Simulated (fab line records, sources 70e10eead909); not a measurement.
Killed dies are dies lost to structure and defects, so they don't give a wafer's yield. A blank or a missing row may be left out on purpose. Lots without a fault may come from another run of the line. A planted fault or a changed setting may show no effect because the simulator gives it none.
Which tool did it? | flow nand_harc | 24 lots, 72 wafers sampled, at 6 steps of a route of 1159

WHAT THE GAUGES READ, wafer by wafer
The record holds no reading of a measuring or inspecting step that can be judged against a usual standard deviation.

WHICH TOOL RAN EACH LOT (tool, then ch and the chambers of the sampled wafers, then the start)
lot  | NHARC_P_GATE_STRIP_75                | NHARC_P_GATE_DEGAS_109       | NHARC_P_M0_ETCH_15                            | NHARC_P_M0_PVD_20                       | NHARC_P_M1_DEP_33               | NHARC_P_BONDPAD_ACTIVATE_29
L074 | plasma_asher-02 ch 0,1, day 4 22:49  | pvd_sputter-01, day 5 03:20  | rie_diel-05 ch 0,1,3, day 5 17:17 or earlier  | pvd_sputter-01, day 5 17:17 or earlier  | pecvd-01 ch 0,2, day 5 17:17    | rie_diel-11 ch 2,3, day 6 02:00
L075 | plasma_asher-02 ch 0,1, day 5 07:55  | pvd_sputter-01, day 5 12:47  | rie_diel-05 ch 0,1,2, day 6 02:50 or earlier  | pvd_sputter-01, day 6 02:50 or earlier  | pecvd-01 ch 0,1,2, day 6 02:50  | rie_diel-11 ch 0,1,3, day 6 11:16
L077 | plasma_asher-01 ch 0,1, day 6 00:08  | pvd_sputter-03, day 6 04:51  | rie_diel-10 ch 0,2,3, day 7 00:22 or earlier  | pvd_sputter-02, day 7 00:22 or earlier  | pecvd-01 ch 1,2, day 7 00:22    | rie_diel-11 ch 0,2,3, day 7 09:29
L076 | plasma_asher-02 ch 0,1, day 6 02:58  | pvd_sputter-02, day 6 07:46  | rie_diel-04 ch 1,2, day 6 23:22 or earlier    | pvd_sputter-01, day 6 23:22 or earlier  | pecvd-02 ch 0,1,2, day 6 23:22  | rie_diel-01 ch 0,3, day 7 08:04
L079 | plasma_asher-02 ch 1, day 6 06:40    | pvd_sputter-03, day 6 11:18  | rie_diel-05 ch 2,3, day 7 01:29 or earlier    | pvd_sputter-02, day 7 01:29 or earlier  | pecvd-02 ch 0,1,2, day 7 01:29  | rie_diel-11 ch 1,3, day 7 10:11
L078 | plasma_asher-01 ch 0,1, day 6 08:39  | pvd_sputter-01, day 6 13:07  | rie_diel-05 ch 1,2,3, day 7 08:25 or earlier  | pvd_sputter-01, day 7 08:25 or earlier  | pecvd-03 ch 0,1, day 7 08:25    | rie_diel-11 ch 1,2,3, day 7 16:53
L081 | plasma_asher-02 ch 0,1, day 6 21:46  | pvd_sputter-02, day 7 02:31  | rie_diel-10 ch 2,3, day 7 22:23 or earlier    | pvd_sputter-03, day 7 22:23 or earlier  | pecvd-01 ch 0,1,2, day 7 22:23  | rie_diel-11 ch 0,1,2, day 8 06:55
L080 | plasma_asher-01 ch 0,1, day 6 22:04  | pvd_sputter-03, day 7 02:49  | rie_diel-04 ch 0,1,2, day 7 22:36 or earlier  | pvd_sputter-02, day 7 22:36 or earlier  | pecvd-02 ch 0,2, day 7 22:36    | rie_diel-11 ch 0,2,3, day 8 07:20
L082 | plasma_asher-02 ch 0,1, day 7 13:43  | pvd_sputter-03, day 7 19:14  | rie_diel-04 ch 0,2, day 8 09:10 or earlier    | pvd_sputter-01, day 8 09:10 or earlier  | pecvd-02 ch 1,2, day 8 09:10    | rie_diel-11 ch 1,2, day 8 17:44
L083 | plasma_asher-02 ch 0,1, day 7 17:34  | pvd_sputter-03, day 7 23:34  | rie_diel-04 ch 0,2, day 8 15:02 or earlier    | pvd_sputter-03, day 8 15:02 or earlier  | pecvd-02 ch 0,2, day 8 15:02    | rie_diel-02 ch 2,3, day 8 23:42
L084 | plasma_asher-02 ch 0,1, day 7 21:55  | pvd_sputter-02, day 8 04:02  | rie_diel-04 ch 0,1,2, day 8 20:32 or earlier  | pvd_sputter-02, day 8 20:32 or earlier  | pecvd-01 ch 0,1, day 8 20:32    | rie_diel-01 ch 0,3, day 9 05:23
L087 | plasma_asher-02 ch 0,1, day 8 11:40  | pvd_sputter-01, day 9 02:17  | rie_diel-04 ch 0,1,2, day 10 01:33 or earlier | pvd_sputter-02, day 10 01:33 or earlier | pecvd-03 ch 0,1,2, day 10 01:33 | rie_diel-11 ch 0,1,3, day 10 10:40
L086 | plasma_asher-02 ch 0,1, day 8 12:19  | pvd_sputter-03, day 9 04:33  | rie_diel-10 ch 0,2,3, day 10 01:56 or earlier | pvd_sputter-02, day 10 01:56 or earlier | pecvd-03 ch 0,2, day 10 01:56   | rie_diel-11 ch 0,1,2, day 10 11:08
L085 | plasma_asher-02 ch 0,1, day 8 13:41  | pvd_sputter-02, day 9 05:19  | rie_diel-04 ch 1,2, day 10 02:45 or earlier   | pvd_sputter-02, day 10 02:45 or earlier | pecvd-02 ch 0,2, day 10 02:45   | rie_diel-01 ch 0,2,3, day 10 11:44
L088 | plasma_asher-02 ch 0,1, day 9 02:21  | pvd_sputter-02, day 9 08:49  | rie_diel-10 ch 0,1,3, day 10 03:36 or earlier | pvd_sputter-02, day 10 03:36 or earlier | pecvd-01 ch 0,2, day 10 03:36   | rie_diel-11 ch 0,1,2, day 10 12:32
L089 | plasma_asher-02 ch 0,1, day 9 08:53  | pvd_sputter-01, day 9 14:16  | rie_diel-10 ch 1,2,3, day 10 06:47 or earlier | pvd_sputter-01, day 10 06:47 or earlier | pecvd-01 ch 0,1,2, day 10 06:47 | rie_diel-11 ch 2,3, day 10 16:00
L090 | plasma_asher-02 ch 0,1, day 9 11:39  | pvd_sputter-02, day 9 17:21  | rie_diel-05 ch 2,3, day 10 09:54 or earlier   | pvd_sputter-03, day 10 09:54 or earlier | pecvd-03 ch 0,1,2, day 10 09:54 | rie_diel-11 ch 1,2, day 10 19:13
L092 | plasma_asher-02 ch 0,1, day 9 17:08  | pvd_sputter-01, day 9 22:43  | rie_diel-05 ch 1,2,3, day 10 12:31 or earlier | pvd_sputter-03, day 10 12:31 or earlier | pecvd-01 ch 0,1,2, day 10 12:31 | rie_diel-11 ch 0,1,2, day 10 21:34
L091 | plasma_asher-02 ch 0,1, day 9 17:56  | pvd_sputter-01, day 9 23:47  | rie_diel-04 ch 0,1,3, day 10 13:44 or earlier | pvd_sputter-01, day 10 13:44 or earlier | pecvd-02 ch 0,1,2, day 10 13:44 | rie_diel-11 ch 0,1, day 10 22:35
L094 | plasma_asher-02 ch 0,1, day 10 00:25 | pvd_sputter-01, day 10 05:06 | rie_diel-04 ch 0,1,2, day 10 19:43 or earlier | pvd_sputter-02, day 10 19:43 or earlier | pecvd-01 ch 0,1,2, day 10 19:43 | rie_diel-11 ch 0,2,3, day 11 04:41
L093 | plasma_asher-02 ch 0,1, day 10 00:47 | pvd_sputter-01, day 10 05:55 | rie_diel-10 ch 0,1,3, day 10 20:07 or earlier | pvd_sputter-03, day 10 20:07 or earlier | pecvd-03 ch 0,1, day 10 20:07   | rie_diel-11 ch 0,1,2, day 11 05:41
L095 | plasma_asher-02 ch 0,1, day 10 13:00 | pvd_sputter-01, day 10 18:00 | rie_diel-05 ch 2,3, day 11 13:05 or earlier   | pvd_sputter-03, day 11 13:05 or earlier | pecvd-03 ch 0,1,2, day 11 13:05 | rie_diel-11 ch 0,2,3, day 11 22:01
L096 | plasma_asher-01 ch 0,1, day 10 18:22 | pvd_sputter-03, day 10 23:06 | rie_diel-04 ch 0,1,3, day 11 13:31 or earlier | pvd_sputter-02, day 11 13:31 or earlier | pecvd-02 ch 0,1,2, day 11 13:31 | rie_diel-11 ch 1,2,3, day 11 22:19
L097 | plasma_asher-01 ch 0,1, day 11 03:53 | pvd_sputter-02, day 11 08:34 | rie_diel-04 ch 1,2,3, day 11 22:44 or earlier | pvd_sputter-03, day 11 22:44 or earlier | pecvd-03 ch 1,2, day 11 22:44   | rie_diel-02 ch 0,2,3, day 12 07:57
- NHARC_P_GATE_STRIP_75: strips in O2.
- NHARC_P_GATE_DEGAS_109: time 60 s.
- NHARC_P_M0_ETCH_15: etches the open film in C4F8/Ar, target depth 150 nm, overetch 15 nm, time 82.5 s.
- NHARC_P_M0_PVD_20: deposits TaN, target thk 5 nm, time 8.06 s.
- NHARC_P_M1_DEP_33: deposits SiCN, target thk 30 nm.
- NHARC_P_BONDPAD_ACTIVATE_29: chemistry N2, time 60 s.

WHAT THE TOOLS THEMSELVES READ (means of the sampled wafers that have a number; where no wafer has one, the mark that the record gives instead)
NHARC_P_GATE_STRIP_75.
lot  | tool            | drypump_motor_current_A (A) | heater_power_w (W)
L074 | plasma_asher-02 | 6.1                         | 361
L075 | plasma_asher-02 | 5.8                         | 360
L077 | plasma_asher-01 | 5.5                         | 333
L076 | plasma_asher-02 | 5.9                         | 362
L079 | plasma_asher-02 | 6.4                         | 366
L078 | plasma_asher-01 | 5.5                         | 325
L081 | plasma_asher-02 | 6.1                         | 359
L080 | plasma_asher-01 | 5.5                         | 322
L082 | plasma_asher-02 | 6.1                         | 372
L083 | plasma_asher-02 | 6.1                         | 363
L084 | plasma_asher-02 | 6.1                         | 359
L087 | plasma_asher-02 | 6.1                         | 366
L086 | plasma_asher-02 | 5.8                         | 360
L085 | plasma_asher-02 | 6.1                         | 363
L088 | plasma_asher-02 | 6.1                         | 381
L089 | plasma_asher-02 | 6.1                         | 373
L090 | plasma_asher-02 | 6.1                         | 376
L092 | plasma_asher-02 | 5.8                         | 380
L091 | plasma_asher-02 | 6.1                         | 377
L094 | plasma_asher-02 | 5.8                         | 380
L093 | plasma_asher-02 | 6.1                         | 380
L095 | plasma_asher-02 | 5.8                         | 378
L096 | plasma_asher-01 | 5.8                         | 338
L097 | plasma_asher-01 | 5.5                         | 325

NHARC_P_GATE_DEGAS_109.
lot  | tool           | heater_power_w (W)
L074 | pvd_sputter-01 | 459
L075 | pvd_sputter-01 | 456
L077 | pvd_sputter-03 | 431
L076 | pvd_sputter-02 | 437
L079 | pvd_sputter-03 | 468
L078 | pvd_sputter-01 | 478
L081 | pvd_sputter-02 | 450
L080 | pvd_sputter-03 | 463
L082 | pvd_sputter-03 | 463
L083 | pvd_sputter-03 | 461
L084 | pvd_sputter-02 | 475
L087 | pvd_sputter-01 | 451
L086 | pvd_sputter-03 | 433
L085 | pvd_sputter-02 | 494
L088 | pvd_sputter-02 | 484
L089 | pvd_sputter-01 | 468
L090 | pvd_sputter-02 | 478
L092 | pvd_sputter-01 | 513
L091 | pvd_sputter-01 | 449
L094 | pvd_sputter-01 | 537
L093 | pvd_sputter-01 | 513
L095 | pvd_sputter-01 | 527
L096 | pvd_sputter-03 | 467
L097 | pvd_sputter-02 | 495

NHARC_P_M0_ETCH_15.
lot  | tool        | chamber_pressure_mTorr (mTorr) | oes_product_au (a.u.) | rf_vpp_V (V)
L074 | rie_diel-05 | 25.003                         | 0.975                 | 441.6
L075 | rie_diel-05 | 24.986                         | 0.968                 | 442.8
L077 | rie_diel-10 | 24.990                         | 0.927                 | 442.8
L076 | rie_diel-04 | 25.000                         | 0.968                 | 440.0
L079 | rie_diel-05 | 25.019                         | 0.965                 | 442.0
L078 | rie_diel-05 | 25.005                         | 0.956                 | 441.3
L081 | rie_diel-10 | 25.002                         | 0.928                 | 444.0
L080 | rie_diel-04 | 25.007                         | 0.975                 | 441.4
L082 | rie_diel-04 | 25.006                         | 0.933                 | 441.0
L083 | rie_diel-04 | 25.025                         | 0.966                 | 440.7
L084 | rie_diel-04 | 25.007                         | 0.993                 | 439.9
L087 | rie_diel-04 | 24.987                         | 0.990                 | 441.1
L086 | rie_diel-10 | 25.012                         | 0.929                 | 442.1
L085 | rie_diel-04 | 25.012                         | 0.990                 | 440.1
L088 | rie_diel-10 | 24.988                         | 0.973                 | 443.5
L089 | rie_diel-10 | 24.975                         | 0.977                 | 441.3
L090 | rie_diel-05 | 25.006                         | 0.969                 | 442.1
L092 | rie_diel-05 | 24.999                         | 0.921                 | 441.4
L091 | rie_diel-04 | 25.007                         | 0.950                 | 441.2
L094 | rie_diel-04 | 25.001                         | 0.941                 | 440.5
L093 | rie_diel-10 | 24.969                         | 0.975                 | 442.9
L095 | rie_diel-05 | 25.007                         | 0.925                 | 438.9
L096 | rie_diel-04 | 25.017                         | 0.931                 | 440.9
L097 | rie_diel-04 | 25.006                         | 0.938                 | 440.4

NHARC_P_M0_PVD_20.
lot  | tool           | throttle_valve_pct (%)
L074 | pvd_sputter-01 | 29.9
L075 | pvd_sputter-01 | 29.5
L077 | pvd_sputter-02 | 30.7
L076 | pvd_sputter-01 | 29.3
L079 | pvd_sputter-02 | 29.2
L078 | pvd_sputter-01 | 29.6
L081 | pvd_sputter-03 | 29.9
L080 | pvd_sputter-02 | 30.2
L082 | pvd_sputter-01 | 30.4
L083 | pvd_sputter-03 | 30.3
L084 | pvd_sputter-02 | 30.0
L087 | pvd_sputter-02 | 29.1
L086 | pvd_sputter-02 | 29.8
L085 | pvd_sputter-02 | 30.2
L088 | pvd_sputter-02 | 30.1
L089 | pvd_sputter-01 | 29.5
L090 | pvd_sputter-03 | 30.1
L092 | pvd_sputter-03 | 30.1
L091 | pvd_sputter-01 | 29.9
L094 | pvd_sputter-02 | 30.0
L093 | pvd_sputter-03 | 29.7
L095 | pvd_sputter-03 | 30.1
L096 | pvd_sputter-02 | 30.0
L097 | pvd_sputter-03 | 30.0

NHARC_P_M1_DEP_33.
lot  | tool     | heater_power_w (W)
L074 | pecvd-01 | 585
L075 | pecvd-01 | 540
L077 | pecvd-01 | 578
L076 | pecvd-02 | 574
L079 | pecvd-02 | 610
L078 | pecvd-03 | 615
L081 | pecvd-01 | 556
L080 | pecvd-02 | 626
L082 | pecvd-02 | 522
L083 | pecvd-02 | 572
L084 | pecvd-01 | 562
L087 | pecvd-03 | 568
L086 | pecvd-03 | 516
L085 | pecvd-02 | 570
L088 | pecvd-01 | 496
L089 | pecvd-01 | 553
L090 | pecvd-03 | 593
L092 | pecvd-01 | 576
L091 | pecvd-02 | 605
L094 | pecvd-01 | 531
L093 | pecvd-03 | 603
L095 | pecvd-03 | 581
L096 | pecvd-02 | 569
L097 | pecvd-03 | 645

NHARC_P_BONDPAD_ACTIVATE_29.
lot  | tool        | drypump_motor_current_A (A) | oes_product_au (a.u.) | rf_vpp_V (V) | showerhead_plenum_p_Torr (Torr)
L074 | rie_diel-11 | 5.2                         | 0.997                 | 63.5         | 1.70
L075 | rie_diel-11 | 5.7                         | 0.996                 | 65.4         | 1.76
L077 | rie_diel-11 | 5.4                         | 0.997                 | 63.6         | 1.73
L076 | rie_diel-01 | 6.1                         | 0.995                 | 64.1         | 1.85
L079 | rie_diel-11 | 6.0                         | 1.004                 | 63.6         | 1.76
L078 | rie_diel-11 | 5.6                         | 0.989                 | 64.2         | 1.73
L081 | rie_diel-11 | 5.8                         | 1.001                 | 63.9         | 1.79
L080 | rie_diel-11 | 5.4                         | 0.990                 | 63.4         | 1.73
L082 | rie_diel-11 | 6.0                         | 0.995                 | 63.7         | 1.79
L083 | rie_diel-02 | 5.9                         | 1.000                 | 63.1         | 1.69
L084 | rie_diel-01 | 6.3                         | 0.999                 | 64.6         | 1.85
L087 | rie_diel-11 | 5.7                         | 1.003                 | 64.3         | 1.76
L086 | rie_diel-11 | 5.9                         | 1.006                 | 64.4         | 1.79
L085 | rie_diel-01 | 5.9                         | 0.993                 | 64.7         | 1.83
L088 | rie_diel-11 | 5.8                         | 1.000                 | 64.1         | 1.79
L089 | rie_diel-11 | 5.2                         | 1.000                 | 63.2         | 1.70
L090 | rie_diel-11 | 6.0                         | 0.998                 | 64.3         | 1.79
L092 | rie_diel-11 | 5.8                         | 0.996                 | 64.5         | 1.79
L091 | rie_diel-11 | 6.2                         | 0.999                 | 64.6         | 1.82
L094 | rie_diel-11 | 5.4                         | 1.008                 | 64.5         | 1.73
L093 | rie_diel-11 | 5.8                         | 1.004                 | 63.6         | 1.79
L095 | rie_diel-11 | 5.4                         | 1.005                 | 63.6         | 1.73
L096 | rie_diel-11 | 5.6                         | 1.007                 | 64.4         | 1.73
L097 | rie_diel-02 | 5.9                         | 0.989                 | 63.8         | 1.68

THE ANSWER, worked out from the rows above alone
Rule: what is usual is taken from the lots themselves. Put in order of their means at a reading, lots are off if they are a third of the lots or fewer, leave a main group of 4 or more, and stand apart from it by a gap of 3 or more times the standard deviation of the main group's means; of several such gaps the widest counts. A main group whose means are all the same, to the digits that the tables above print for the reading, isn't used. A lot without any number at a reading at which 4 lots or more have one is off too. The other lots that the step has rows for count as sound. The gauges are gone through in route order, then the tools' own readings, and for those a lot's mean is taken as printed above. The first step at which some lot is off is used, and at that step the reading that is off furthest; a lot without a number counts as furthest.
No lot is off at any reading shown: from this, nothing can be told.

WHAT THE SIMULATOR HAD PUT IN
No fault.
